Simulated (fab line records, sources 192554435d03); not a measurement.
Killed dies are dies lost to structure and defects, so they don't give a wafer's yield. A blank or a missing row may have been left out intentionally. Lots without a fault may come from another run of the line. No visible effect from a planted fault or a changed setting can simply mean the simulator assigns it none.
fab line records	flow n5_finfet	part 2 of 2: steps 5 to 6 of 6
record: lots: 21	wafers: 63	last_day: 19
route steps=1938 shown GATE_CUT@468
lots untouched by any fault: they come from a run of this same line in which no faults occurred
start_h: start of the lot's first displayed wafer, in hours after the record's first day	wait_h: hours elapsed since this lot's preceding step	" unchanged from the row above	L1.1+2: one row covering several wafers at once	- no value, or no start was given	* or withheld: withheld	< > ~ a bound
route shown NAME@n: NAME is a module with steps in the file, n the number in the route of the first one	usual: mean/standard deviation taken from wafers without a fault	same: alike in all rows	chamber/n: place in a boat	sites: per-site readings	_std_site: how widely they spread, as a standard deviation	_edge_site: outer sites' mean less inner sites'	radius_mm: for every site, how far away it sits from the centre of the wafer	mask NAME#n: copy n	behind: the most recent tool/chamber to have shaped the wafer	hold: what put the lot on hold/how long, in hours/how the hold closed	device: names the non-switching transistor (n, p or np)	end of line: at the end of the route, the tests of the same wafers	a step given without rows: its recipe and nothing more	killed: count of dies lost to structure and defects at first sort (not the wafer's yield)	map: dies across one wafer; x = killed, . = not, _ = none there
set.NAME: the setting the step ran with; set.NAME@STEP: the setting that earlier step ran with	model.NAME: the simulator's own value behind a step, which no gauge read
route steps across a sampled set of lots; one table per step, one row per wafer
services: a tool's chamber out of use, with start hour (start_h, from the record's first day; less than 0 if before it), hours out, and reason
== steps ==
step: N5_GATE_CUT_ETCH_19
recipe: chemistry: CH3F/O2	target: SiNx	mask_material: SiO2	target_depth_a: 537	time_s: 76.7	pressure_mtorr: 30	source_w: 395	bias_w: 73	Ar_flow_sccm: 150	CH3F_flow_sccm: 30	O2_flow_sccm: 20	ion_energy_ev: 120	ends: cleared
usual: CH3F_flow_sccm: 30.01/0.093	chamber_pressure_mTorr: 30.001/0.03	drypump_motor_current_A: 5.9/0.44	etch_rf_on_time_s: 76.9/1.1	oes_product_au: 0.66/0.056	rf_vpp_V: 297.7/2.1	showerhead_plenum_p_Torr: 2.03/0.054	throttle_valve_pct: 16.34/0.16
lot.wafer	tool	chamber	start_h	wait_h	CH3F_flow_sccm	chamber_pressure_mTorr	drypump_motor_current_A	etch_rf_on_time_s	oes_product_au	rf_hours_counter_h	rf_vpp_V	showerhead_plenum_p_Torr	throttle_valve_pct
L074.2	rie_diel-04	0	84.69	0.0	29.81	29.964	5.4	76.5	0.76	32	302.1	2.12	16.06
L074.3	"	3	"	"	30.07	30.003	6.5	77.7	0.62	150	296.2	2.00	16.29
L074.5	"	2	"	"	30.10	29.961	6.5	77.7	0.63	-	296.3	1.99	16.24
L075.3	rie_diel-03	3	91.28	0.0	30.06	30.007	5.6	75.3	0.62	176	302.4	1.99	16.43
L075.5	"	1	"	"	30.02	30.072	6.1	74.4	0.82	-	297.2	1.96	16.06
L075.6	"	0	"	"	30.00	30.020	6.4	76.3	0.64	-	297.4	1.98	16.34
L076.2	rie_diel-04	2	99.45	0.0	30.06	30.016	6.5	76.6	0.64	180	296.7	1.99	16.25
L076.4	"	0	"	"	30.04	29.984	5.5	76.0	0.76	-	298.5	2.12	16.07
L076.5	"	2	"	"	29.96	30.003	6.5	77.1	0.64	-	296.3	1.99	16.25
L077.2	rie_diel-03	1	104.27	0.0	30.03	29.982	6.0	74.1	0.80	10	297.3	1.96	16.08
L077.4	"	0	"	"	29.93	30.012	6.4	76.2	0.65	-	296.5	1.98	16.33
L077.5	"	1	"	"	30.09	30.038	6.0	73.9	0.80	-	298.2	1.96	16.07
L078.1	rie_diel-04	1	109.18	0.0	29.99	29.965	6.2	77.4	0.66	123	298.7	2.00	16.47
L078.3	"	2	"	"	29.90	29.953	6.5	77.9	0.63	184	294.9	1.99	16.24
L078.5	"	0	"	"	30.08	29.965	5.4	76.4	0.75	-	298.8	2.12	16.07
L079.3	rie_diel-05	3	114.84	0.0	29.93	30.060	5.7	74.5	0.76	32	300.1	2.12	16.28
L079.4	"	0	"	"	30.10	30.036	5.2	77.2	0.71	68	295.8	2.03	16.50
L079.6	"	3	"	"	30.07	29.984	5.7	74.7	0.75	-	300.0	2.12	16.28
L080.1	rie_diel-04	2	119.74	0.0	29.94	30.024	6.5	78.4	0.63	186	298.0	1.99	16.28
L080.3	"	0	"	"	30.20	30.052	5.4	76.3	0.74	43	300.1	2.12	16.07
L080.4	"	1	"	"	30.12	29.977	6.1	78.0	0.65	126	298.2	2.00	16.48
L081.1	rie_diel-04	1	128.32	0.0	29.98	30.046	6.2	77.8	0.66	129	298.0	2.00	16.49
L081.2	"	0	"	"	30.03	30.008	5.5	76.4	0.74	46	301.2	2.12	16.10
L081.5	"	0	"	"	30.06	30.026	5.4	76.2	0.74	-	298.9	2.12	16.10
L082.1	rie_diel-03	3	132.98	0.0	30.00	29.989	5.6	76.5	0.61	193	301.9	1.99	16.47
L082.3	"	1	"	"	29.98	29.980	6.1	75.0	0.77	22	296.6	1.95	16.09
L082.4	"	1	"	"	30.09	29.968	6.1	74.3	0.79	-	298.5	1.95	16.09
L084.1	rie_diel-04	0	147.26	0.0	29.97	30.041	5.4	76.3	0.73	52	300.0	2.12	16.10
L084.3	"	2	"	"	29.80	30.008	6.5	77.2	0.63	195	296.9	1.99	16.28
L084.4	"	3	"	"	29.91	29.963	6.5	78.0	0.61	165	294.9	2.00	16.32
L086.1	rie_diel-05	2	156.12	0.0	30.07	30.023	5.7	76.7	0.63	192	299.2	2.06	16.57
L086.2	"	0	"	"	29.99	30.001	5.2	77.6	0.68	79	296.1	2.03	16.52
L086.6	"	0	"	"	30.13	30.008	5.2	77.1	0.69	-	297.1	2.03	16.53
L085.3	rie_diel-05	1	159.44	0.0	30.13	30.052	5.8	77.2	0.63	161	295.6	2.08	16.39
L085.4	"	2	"	"	29.90	29.990	5.7	77.7	0.62	193	300.9	2.06	16.56
L085.6	"	2	"	"	29.91	30.000	5.7	78.0	0.62	-	300.4	2.06	16.58
L087.3	rie_diel-03	0	162.65	0.0	29.94	29.975	6.4	77.9	0.62	199	297.4	1.98	16.37
L087.5	"	2	"	"	29.95	29.979	5.5	76.4	0.64	-	298.0	1.99	16.21
L087.6	"	3	"	"	30.07	29.959	5.6	76.2	0.61	-	300.8	1.98	16.50
L088.1	rie_diel-05	2	168.43	0.0	29.94	29.970	5.7	78.1	0.62	196	300.6	2.06	16.56
L088.3	"	0	"	"	30.02	29.961	5.2	77.6	0.69	83	297.0	2.03	16.53
L088.5	"	0	"	"	29.92	29.945	5.2	78.1	0.68	-	296.9	2.03	16.53
L089.3	rie_diel-05	1	174.31	0.0	29.97	30.024	5.8	77.6	0.63	166	295.8	2.08	16.42
L089.5	"	2	"	"	30.12	30.017	5.7	78.0	0.62	-	299.4	2.06	16.58
L089.6	"	3	"	"	29.95	29.954	5.7	75.7	0.73	-	299.8	2.12	16.30
L090.1	rie_diel-04	0	180.32	0.0	30.03	30.032	5.4	76.2	0.72	62	299.7	2.11	16.13
L090.2	"	1	"	"	30.10	30.025	6.2	76.5	0.65	145	298.4	2.00	16.50
L090.4	"	2	"	"	30.03	29.973	6.5	76.8	0.62	204	295.1	1.98	16.28
L091.1	rie_diel-04	3	183.05	0.0	30.18	29.992	6.5	77.3	0.61	176	294.3	1.99	16.33
L091.2	"	2	"	"	29.88	30.014	6.5	77.1	0.62	205	297.1	1.98	16.29
L091.4	"	1	"	"	29.78	30.003	6.3	76.9	0.64	146	297.9	2.00	16.51
L093.1	rie_diel-04	0	198.70	0.0	30.11	29.999	5.4	75.8	0.72	68	299.4	2.11	16.13
L093.3	"	1	"	"	30.07	29.957	6.2	77.5	0.64	150	298.2	2.00	16.52
L093.6	"	0	"	"	29.93	29.976	5.4	75.8	0.72	-	299.0	2.11	16.14
L095.1	rie_diel-05	1	211.04	0.0	30.03	30.057	5.8	76.7	0.62	176	294.8	2.07	16.43
L095.2	"	2	"	"	30.07	29.984	5.7	77.2	0.61	209	300.1	2.06	16.59
L095.5	"	3	"	"	29.92	29.994	5.7	74.7	0.71	-	299.7	2.11	16.32
L097.2	rie_diel-04	1	222.70	0.0	29.84	30.051	6.2	77.0	0.64	157	296.6	1.99	16.52
L097.5	"	2	"	"	30.15	29.992	6.5	77.4	0.61	-	297.4	1.98	16.32
L097.6	"	3	"	"	29.89	29.974	6.4	77.9	0.60	-	295.2	1.99	16.35
L096.1	rie_diel-05	2	223.21	0.0	30.04	29.948	5.7	77.9	0.61	213	300.0	2.06	16.60
L096.5	"	0	"	"	29.96	30.016	5.2	77.2	0.67	-	296.3	2.02	16.58
L096.6	"	1	"	"	30.03	30.000	5.8	77.3	0.61	-	295.4	2.07	16.44
step: N5_GATE_CUT_CUT_ETCH_54
recipe: chemistry: Cl2/BCl3	target: TiN	mask_material: SiO2	target_depth_a: 967	pressure_mtorr: 10	icp_w: 1000	bias_w: 126	Cl2_flow_sccm: 53.25	bcl3_flow_sccm: 21.75	Ar_flow_sccm: 25	ends: cleared
usual: chamber_pressure_mTorr: 9.999/0.0085	drypump_motor_current_A: 5.8/0.36	etch_rf_on_time_s: 36.4/0.5	oes_product_au: 0.68/0.089	throttle_valve_pct: 22.30/0.26
lot.wafer	tool	chamber	start_h	wait_h	chamber_pressure_mTorr	drypump_motor_current_A	etch_rf_on_time_s	oes_product_au	rf_hours_counter_h	throttle_valve_pct
L074.2	rie_metal-02	0	84.86	0.0	10.005	5.3	36.3	0.58	118	22.27
L074.3	"	0	"	"	9.999	5.3	36.3	0.58	-	22.27
L074.5	"	0	"	"	10.014	5.3	36.5	0.57	-	22.26
L075.3	rie_metal-01	0	91.47	0.0	10.004	6.0	36.3	0.64	-	22.05
L075.5	"	1	"	"	10.002	5.5	35.2	0.73	-	22.64
L075.6	"	0	"	"	9.984	6.0	36.2	0.65	-	22.07
L076.2	rie_metal-01	1	99.62	0.0	10.009	5.4	35.8	0.72	30	22.67
L076.4	"	1	"	"	9.994	5.5	35.6	0.73	-	22.67
L076.5	"	1	"	"	9.995	5.4	35.7	0.73	-	22.66
L077.2	rie_metal-02	0	104.44	0.0	9.995	5.3	36.3	0.57	120	22.28
L077.4	"	1	"	"	10.006	5.9	36.2	0.68	-	22.43
L077.5	"	0	"	"	9.995	5.3	36.2	0.58	-	22.27
L078.1	rie_metal-03	1	109.35	0.0	9.989	5.4	37.0	0.53	141	22.13
L078.3	"	1	"	"	10.010	5.4	36.8	0.53	-	22.11
L078.5	"	0	"	"	9.989	6.3	36.6	0.72	-	22.37
L079.3	rie_metal-01	1	115.02	0.0	9.985	5.5	35.6	0.73	-	22.67
L079.4	"	0	"	"	10.010	5.9	36.8	0.64	-	22.09
L079.6	"	1	"	"	9.983	5.5	35.4	0.72	-	22.66
L080.1	rie_metal-03	1	119.91	0.0	10.002	5.4	37.5	0.53	142	22.13
L080.3	"	0	"	"	9.999	6.2	36.8	0.71	-	22.39
L080.4	"	1	"	"	10.010	5.4	37.3	0.53	-	22.13
L081.1	rie_metal-02	0	128.49	0.0	10.002	5.3	36.6	0.57	123	22.29
L081.2	"	1	"	"	10.003	5.9	36.3	0.68	61	22.44
L081.5	"	1	"	"	9.999	5.9	36.3	0.68	-	22.44
L082.1	rie_metal-03	1	133.15	0.0	9.998	5.4	36.7	0.53	143	22.12
L082.3	"	0	"	"	10.002	6.3	36.2	0.72	-	22.36
L082.4	"	1	"	"	10.002	5.4	36.9	0.53	-	22.12
L084.1	rie_metal-01	0	147.43	0.0	10.005	5.9	37.2	0.63	67	22.09
L084.3	"	0	"	"	10.008	6.0	37.1	0.63	-	22.08
L084.4	"	1	"	"	9.999	5.5	35.8	0.71	-	22.67
L086.1	rie_metal-01	0	156.29	0.0	9.993	5.9	36.6	0.63	68	22.09
L086.2	"	1	"	"	9.999	5.5	35.6	0.71	35	22.67
L086.6	"	1	"	"	9.995	5.5	35.3	0.72	-	22.66
L085.3	rie_metal-03	0	159.71	0.1	9.980	6.3	36.6	0.71	-	22.38
L085.4	"	0	"	"	9.993	6.3	36.6	0.71	-	22.39
L085.6	"	0	"	"	9.998	6.3	36.6	0.71	-	22.38
L087.3	rie_metal-03	1	162.84	0.0	10.008	5.5	36.6	0.91	-	21.78
L087.5	"	0	"	"	9.989	6.3	36.2	0.71	-	22.37
L087.6	"	1	"	"	9.985	5.4	36.2	0.92	-	21.78
L088.1	rie_metal-03	0	168.60	0.0	9.992	6.3	37.0	0.70	41	22.38
L088.3	"	1	"	"	10.005	5.4	36.5	0.89	-	21.78
L088.5	"	1	"	"	9.991	5.4	36.8	0.88	-	21.79
L089.3	rie_metal-01	1	174.50	0.0	10.009	5.5	35.7	0.71	-	22.67
L089.5	"	1	"	"	10.013	5.5	35.8	0.71	-	22.68
L089.6	"	0	"	"	10.005	6.0	37.1	0.63	-	22.10
L090.1	rie_metal-03	1	180.48	0.0	9.987	5.4	36.4	0.87	2	21.78
L090.2	"	0	"	"	10.011	6.3	36.6	0.70	42	22.39
L090.4	"	0	"	"	9.995	6.3	36.4	0.71	-	22.38
L091.1	rie_metal-02	0	183.22	0.0	10.000	5.3	36.8	0.56	128	22.31
L091.2	"	1	"	"	9.997	5.9	36.7	0.66	67	22.45
L091.4	"	1	"	"	10.003	5.9	36.3	0.66	-	22.44
L093.1	rie_metal-02	1	198.87	0.0	10.010	5.9	36.6	0.66	69	22.45
L093.3	"	0	"	"	10.000	5.3	37.0	0.55	-	22.31
L093.6	"	0	"	"	10.009	5.3	36.9	0.55	-	22.31
L095.1	rie_metal-02	1	211.21	0.0	9.990	5.9	36.5	0.65	70	22.46
L095.2	"	0	"	"	10.004	5.3	36.7	0.55	131	22.31
L095.5	"	1	"	"	10.010	5.9	36.2	0.66	-	22.45
L097.2	rie_metal-03	0	222.86	0.0	10.005	6.3	36.1	0.70	46	22.38
L097.5	"	1	"	"	10.006	5.4	36.5	0.84	-	21.79
L097.6	"	0	"	"	10.007	6.3	36.4	0.69	-	22.41
L096.1	rie_metal-01	1	223.37	0.0	10.002	5.5	35.4	0.71	39	22.68
L096.5	"	1	"	"	10.006	5.4	35.5	0.71	-	22.68
L096.6	"	0	"	"	9.995	6.0	36.7	0.62	-	22.09
== services ==
tool	chamber	start_h	hours	kind
pecvd-03	-	59.53	0.8	repair
pecvd-01	-	60.72	2.8	pm
pecvd-02	-	61.71	3.7	repair
rie_diel-03	2	79.31	3.5	repair
rie_diel-03	-	87.04	0.8	repair
pecvd-01	1	90.44	5.9	repair
rie_diel-04	3	95.97	9.2	repair
rie_diel-03	2	97.05	64.8	repair
rie_metal-03	1	139.03	-	clean
rie_metal-03	1	139.03	20.9	scheduled_down
rie_metal-03	1	139.03	20.9	vent_cycle
rie_diel-05	-	140.08	0.4	repair
pecvd-01	1	140.49	5.0	scheduled_down
rie_metal-02	-	142.27	2.2	repair
pecvd-03	1	175.64	10.2	repair
rie_metal-01	-	176.48	14.6	pm
pecvd-02	-	181.53	0.9	repair
pecvd-01	-	189.49	2.2	repair
pecvd-03	2	202.38	-	clean
pecvd-03	2	202.38	-	consumable_replace:showerhead
pecvd-03	2	202.38	29.0	scheduled_down
pecvd-03	2	202.38	29.0	vent_cycle
rie_metal-02	0	217.34	-	clean
pecvd-01	0	217.93	1.7	repair
